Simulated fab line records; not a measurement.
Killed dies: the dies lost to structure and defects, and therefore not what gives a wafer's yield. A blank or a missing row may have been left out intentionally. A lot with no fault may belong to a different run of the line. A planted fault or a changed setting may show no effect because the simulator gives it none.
Which of the tools did it? / flow nandHarc / 39 wafers from 13 lots sampled at 5 of the route's 1159 steps

## WHAT THE GAUGES READ, wafer by wafer
NHARC_END_SORT_01. Usual: killedAtArray 27, standard deviation 10; killedAtOther 0.6, standard deviation 0.83; killedAtPeriphery 2.4, standard deviation 1.8; killedDies 30, standard deviation 10; killedOpen 3.3, standard deviation 1.7; killedShort 1.8, standard deviation 1.4.
lot=L452; measured=day 19 21:22; on=prober-01; killedAtArray=14 13 14; killedAtOther=0 0 0; killedAtPeriphery=1 3 2; killedDies=15 16 16; killedOpen=3 1 2; killedShort=0 2 0; flag=
lot=L462; measured=day 21 21:18; on=prober-02; killedAtArray=30 676 37; killedAtOther=0 0 0; killedAtPeriphery=5 1 2; killedDies=35 677 39; killedOpen=5 4 6; killedShort=2 3 5; flag=OFF

## WHAT TOOL EACH LOT RAN ON (gives the tool, then ch and the chambers of the sampled wafers, and finally the start)
lot=L452; NHARC_A_WL_FILL_CVD_03=cvdW-01 ch 0,1, day 14 22:00; NHARC_THIN_TSV_PRE_CLEAN_50=pvdSputter-02, day 19 05:51 or earlier; NHARC_THIN_TSV_PVD_51=pvdSputter-02, day 19 05:51 or earlier; NHARC_THIN_TSV_ETCH_36=rieMetal-03 ch 0,1, day 19 05:51
lot=L455; NHARC_A_WL_FILL_CVD_03=cvdW-01 ch 0,1, day 15 13:29; NHARC_THIN_TSV_PRE_CLEAN_50=pvdSputter-01, day 19 19:51 or earlier; NHARC_THIN_TSV_PVD_51=pvdSputter-01, day 19 19:51 or earlier; NHARC_THIN_TSV_ETCH_36=rieMetal-02 ch 0,1, day 19 19:51
lot=L454; NHARC_A_WL_FILL_CVD_03=cvdW-02 ch 0,1, day 15 13:34; NHARC_THIN_TSV_PRE_CLEAN_50=pvdSputter-02, day 19 21:09 or earlier; NHARC_THIN_TSV_PVD_51=pvdSputter-02, day 19 21:09 or earlier; NHARC_THIN_TSV_ETCH_36=rieMetal-01 ch 0,1, day 19 21:09
lot=L456; NHARC_A_WL_FILL_CVD_03=cvdW-01 ch 1, day 15 22:31; NHARC_THIN_TSV_PRE_CLEAN_50=pvdSputter-03, day 19 22:32 or earlier; NHARC_THIN_TSV_PVD_51=pvdSputter-03, day 19 22:32 or earlier; NHARC_THIN_TSV_ETCH_36=rieMetal-02 ch 0,1, day 19 22:32
lot=L458; NHARC_A_WL_FILL_CVD_03=cvdW-01 ch 0,1, day 16 06:43; NHARC_THIN_TSV_PRE_CLEAN_50=pvdSputter-02, day 20 04:44 or earlier; NHARC_THIN_TSV_PVD_51=pvdSputter-02, day 20 04:44 or earlier; NHARC_THIN_TSV_ETCH_36=rieMetal-02 ch 0,1, day 20 04:44
lot=L461; NHARC_A_WL_FILL_CVD_03=cvdW-01 ch 0,1, day 16 18:14; NHARC_THIN_TSV_PRE_CLEAN_50=pvdSputter-01, day 20 15:39 or earlier; NHARC_THIN_TSV_PVD_51=pvdSputter-01, day 20 15:39 or earlier; NHARC_THIN_TSV_ETCH_36=rieMetal-01 ch 0,1, day 20 15:39
lot=L460; NHARC_A_WL_FILL_CVD_03=cvdW-02 ch 0,1, day 16 18:52; NHARC_THIN_TSV_PRE_CLEAN_50=pvdSputter-01, day 20 16:40 or earlier; NHARC_THIN_TSV_PVD_51=pvdSputter-01, day 20 16:40 or earlier; NHARC_THIN_TSV_ETCH_36=rieMetal-03 ch 0,1, day 20 16:40
lot=L463; NHARC_A_WL_FILL_CVD_03=cvdW-02 ch 0,1, day 17 07:04; NHARC_THIN_TSV_PRE_CLEAN_50=pvdSputter-02, day 21 02:38 or earlier; NHARC_THIN_TSV_PVD_51=pvdSputter-02, day 21 02:38 or earlier; NHARC_THIN_TSV_ETCH_36=rieMetal-01 ch 0,1, day 21 02:38
lot=L462; NHARC_A_WL_FILL_CVD_03=cvdW-01 ch 0,1, day 17 10:38; NHARC_THIN_TSV_PRE_CLEAN_50=pvdSputter-03, day 21 11:31 or earlier; NHARC_THIN_TSV_PVD_51=pvdSputter-03, day 21 11:31 or earlier; NHARC_THIN_TSV_ETCH_36=rieMetal-02 ch 1, day 21 11:31
lot=L474; NHARC_A_WL_FILL_CVD_03=cvdW-02 ch 0,1, day 20 13:18; NHARC_THIN_TSV_PRE_CLEAN_50=pvdSputter-03, day 24 10:34 or earlier; NHARC_THIN_TSV_PVD_51=pvdSputter-03, day 24 10:34 or earlier; NHARC_THIN_TSV_ETCH_36=rieMetal-02 ch 0,1, day 24 10:34
lot=L472; NHARC_A_WL_FILL_CVD_03=cvdW-01 ch 0,1, day 20 14:28; NHARC_THIN_TSV_PRE_CLEAN_50=pvdSputter-01, day 24 11:39 or earlier; NHARC_THIN_TSV_PVD_51=pvdSputter-01, day 24 11:39 or earlier; NHARC_THIN_TSV_ETCH_36=rieMetal-03 ch 0,1, day 24 11:39
lot=L473; NHARC_A_WL_FILL_CVD_03=cvdW-02 ch 0,1, day 20 15:38; NHARC_THIN_TSV_PRE_CLEAN_50=pvdSputter-01, day 24 17:32 or earlier; NHARC_THIN_TSV_PVD_51=pvdSputter-01, day 24 17:32 or earlier; NHARC_THIN_TSV_ETCH_36=rieMetal-01 ch 0,1, day 24 17:32
lot=L475; NHARC_A_WL_FILL_CVD_03=cvdW-02 ch 0,1, day 21 08:23; NHARC_THIN_TSV_PRE_CLEAN_50=pvdSputter-01, day 24 21:12 or earlier; NHARC_THIN_TSV_PVD_51=pvdSputter-01, day 24 21:12 or earlier; NHARC_THIN_TSV_ETCH_36=rieMetal-03 ch 0,1, day 24 21:12
- NHARC_A_WL_FILL_CVD_03: deposits W, target thk 40 nm, time 3302 s.
- NHARC_THIN_TSV_PRE_CLEAN_50: time 30 s.
- NHARC_THIN_TSV_PVD_51: deposits Cu, target thk 100 nm.
- NHARC_THIN_TSV_ETCH_36: etches the open film in Cl2/BCl3, target depth 65 nm, time 18.571 s.

## AS READ BY THE TOOLS THEMSELVES (means over the sampled wafers that have a number; for cases with no such wafer, the mark the record gives instead)
NHARC_A_WL_FILL_CVD_03. Usual: heaterPowerOuterW 279 W, standard deviation 21; heaterPowerW 508 W, standard deviation 42; mfcH2Sccm 1600 sccm, standard deviation 4.5; throttleValvePct 8.27 %, standard deviation 0.3.
lot=L452; tool=cvdW-01; heaterPowerOuterW (W)=266; heaterPowerW (W)=487; mfcH2Sccm (sccm)=1594; throttleValvePct (%)=8.21; flag=
lot=L455; tool=cvdW-01; heaterPowerOuterW (W)=287; heaterPowerW (W)=523; mfcH2Sccm (sccm)=1601; throttleValvePct (%)=8.10; flag=
lot=L454; tool=cvdW-02; heaterPowerOuterW (W)=284; heaterPowerW (W)=517; mfcH2Sccm (sccm)=1606; throttleValvePct (%)=8.46; flag=
lot=L456; tool=cvdW-01; heaterPowerOuterW (W)=303; heaterPowerW (W)=567; mfcH2Sccm (sccm)=1604; throttleValvePct (%)=8.03; flag=
lot=L458; tool=cvdW-01; heaterPowerOuterW (W)=291; heaterPowerW (W)=530; mfcH2Sccm (sccm)=1601; throttleValvePct (%)=8.11; flag=
lot=L461; tool=cvdW-01; heaterPowerOuterW (W)=286; heaterPowerW (W)=521; mfcH2Sccm (sccm)=1596; throttleValvePct (%)=7.86; flag=
lot=L460; tool=cvdW-02; heaterPowerOuterW (W)=282; heaterPowerW (W)=520; mfcH2Sccm (sccm)=1603; throttleValvePct (%)=8.47; flag=
lot=L463; tool=cvdW-02; heaterPowerOuterW (W)=276; heaterPowerW (W)=499; mfcH2Sccm (sccm)=1602; throttleValvePct (%)=8.70; flag=
lot=L462; tool=cvdW-01; heaterPowerOuterW (W)=284; heaterPowerW (W)=522; mfcH2Sccm (sccm)=1595; throttleValvePct (%)=8.14; flag=
lot=L474; tool=cvdW-02; heaterPowerOuterW (W)=280; heaterPowerW (W)=490; mfcH2Sccm (sccm)=1598; throttleValvePct (%)=8.46; flag=
lot=L472; tool=cvdW-01; heaterPowerOuterW (W)=287; heaterPowerW (W)=530; mfcH2Sccm (sccm)=1598; throttleValvePct (%)=8.05; flag=
lot=L473; tool=cvdW-02; heaterPowerOuterW (W)=277; heaterPowerW (W)=501; mfcH2Sccm (sccm)=1600; throttleValvePct (%)=8.45; flag=
lot=L475; tool=cvdW-02; heaterPowerOuterW (W)=284; heaterPowerW (W)=515; mfcH2Sccm (sccm)=1599; throttleValvePct (%)=8.30; flag=

NHARC_THIN_TSV_PRE_CLEAN_50. Usual: 397 W for heaterPowerW, sd 26.
lot=L452; tool=pvdSputter-02; heaterPowerW (W)=401; flag=
lot=L455; tool=pvdSputter-01; heaterPowerW (W)=416; flag=
lot=L454; tool=pvdSputter-02; heaterPowerW (W)=388; flag=
lot=L456; tool=pvdSputter-03; heaterPowerW (W)=396; flag=
lot=L458; tool=pvdSputter-02; heaterPowerW (W)=391; flag=
lot=L461; tool=pvdSputter-01; heaterPowerW (W)=385; flag=
lot=L460; tool=pvdSputter-01; heaterPowerW (W)=394; flag=
lot=L463; tool=pvdSputter-02; heaterPowerW (W)=391; flag=
lot=L462; tool=pvdSputter-03; heaterPowerW (W)=367; flag=
lot=L474; tool=pvdSputter-03; heaterPowerW (W)=401; flag=
lot=L472; tool=pvdSputter-01; heaterPowerW (W)=397; flag=
lot=L473; tool=pvdSputter-01; heaterPowerW (W)=415; flag=
lot=L475; tool=pvdSputter-01; heaterPowerW (W)=402; flag=

NHARC_THIN_TSV_PVD_51. Usual: 29.4 % for throttleValvePct, sd 1.5.
lot=L452; tool=pvdSputter-02; throttleValvePct (%)=29.2; flag=
lot=L455; tool=pvdSputter-01; throttleValvePct (%)=28.8; flag=
lot=L454; tool=pvdSputter-02; throttleValvePct (%)=28.7; flag=
lot=L456; tool=pvdSputter-03; throttleValvePct (%)=29.2; flag=
lot=L458; tool=pvdSputter-02; throttleValvePct (%)=29.2; flag=
lot=L461; tool=pvdSputter-01; throttleValvePct (%)=29.1; flag=
lot=L460; tool=pvdSputter-01; throttleValvePct (%)=29.2; flag=
lot=L463; tool=pvdSputter-02; throttleValvePct (%)=29.3; flag=
lot=L462; tool=pvdSputter-03; throttleValvePct (%)=31.0; flag=
lot=L474; tool=pvdSputter-03; throttleValvePct (%)=28.7; flag=
lot=L472; tool=pvdSputter-01; throttleValvePct (%)=30.0; flag=
lot=L473; tool=pvdSputter-01; throttleValvePct (%)=29.5; flag=
lot=L475; tool=pvdSputter-01; throttleValvePct (%)=28.7; flag=

NHARC_THIN_TSV_ETCH_36. Usual: drypumpMotorCurrentA 5.7 A, standard deviation 0.3; oesProductAu 1.000 a.u., standard deviation 0.014.
lot=L452; tool=rieMetal-03; drypumpMotorCurrentA (A)=5.6; oesProductAu (a.u.)=0.999; flag=
lot=L455; tool=rieMetal-02; drypumpMotorCurrentA (A)=5.8; oesProductAu (a.u.)=1.000; flag=
lot=L454; tool=rieMetal-01; drypumpMotorCurrentA (A)=5.5; oesProductAu (a.u.)=1.018; flag=
lot=L456; tool=rieMetal-02; drypumpMotorCurrentA (A)=5.8; oesProductAu (a.u.)=0.995; flag=
lot=L458; tool=rieMetal-02; drypumpMotorCurrentA (A)=5.9; oesProductAu (a.u.)=0.979; flag=
lot=L461; tool=rieMetal-01; drypumpMotorCurrentA (A)=5.5; oesProductAu (a.u.)=1.007; flag=
lot=L460; tool=rieMetal-03; drypumpMotorCurrentA (A)=5.9; oesProductAu (a.u.)=1.006; flag=
lot=L463; tool=rieMetal-01; drypumpMotorCurrentA (A)=5.5; oesProductAu (a.u.)=0.999; flag=
lot=L462; tool=rieMetal-02; drypumpMotorCurrentA (A)=6.1; oesProductAu (a.u.)=0.984; flag=
lot=L474; tool=rieMetal-02; drypumpMotorCurrentA (A)=5.9; oesProductAu (a.u.)=1.002; flag=
lot=L472; tool=rieMetal-03; drypumpMotorCurrentA (A)=5.6; oesProductAu (a.u.)=1.013; flag=
lot=L473; tool=rieMetal-01; drypumpMotorCurrentA (A)=5.5; oesProductAu (a.u.)=0.991; flag=
lot=L475; tool=rieMetal-03; drypumpMotorCurrentA (A)=5.9; oesProductAu (a.u.)=1.016; flag=

## THE ANSWER, worked out from the rows above alone
Rule: a lot counts as off when the mean over its wafers that have a number is more than 3 standard deviations away from the usual mean. Also off: a lot with no number at a reading for which 4 or more lots have one. The other lots that the step has rows for count as sound. First the gauges in route order, then the tools' own readings, where a lot's mean is used as printed above. At the first step where some lot is off, the reading lying furthest off is the one used; lots without a number count as furthest.
Off, at NHARC_END_SORT_01 on killedAtArray: L462. Neither off nor sound, because the step has no rows for them: L455, L454, L456, L458, L461, L460, L463, L474, L472, L473, L475.
A tool fits if, at a process step before that reading, it ran every lot that is off, and no sound lot after the first of them. Gauges at NHARC_END_SORT_01: tried the same way as those tools. Because NHARC_THIN_TSV_PRE_CLEAN_50 lacks a start for some lots, the hours and order of its lots are taken from NHARC_THIN_TSV_ETCH_36. Because NHARC_THIN_TSV_PVD_51 lacks a start for some lots, the hours and order of its lots are taken from NHARC_THIN_TSV_ETCH_36. Can't be told from this: 4 tools fit, cvdW-01 at NHARC_A_WL_FILL_CVD_03, pvdSputter-03 at NHARC_THIN_TSV_PRE_CLEAN_50 and NHARC_THIN_TSV_PVD_51, rieMetal-02 at NHARC_THIN_TSV_ETCH_36, prober-02 at NHARC_END_SORT_01.

## WHAT THE SIMULATOR HAD PUT IN
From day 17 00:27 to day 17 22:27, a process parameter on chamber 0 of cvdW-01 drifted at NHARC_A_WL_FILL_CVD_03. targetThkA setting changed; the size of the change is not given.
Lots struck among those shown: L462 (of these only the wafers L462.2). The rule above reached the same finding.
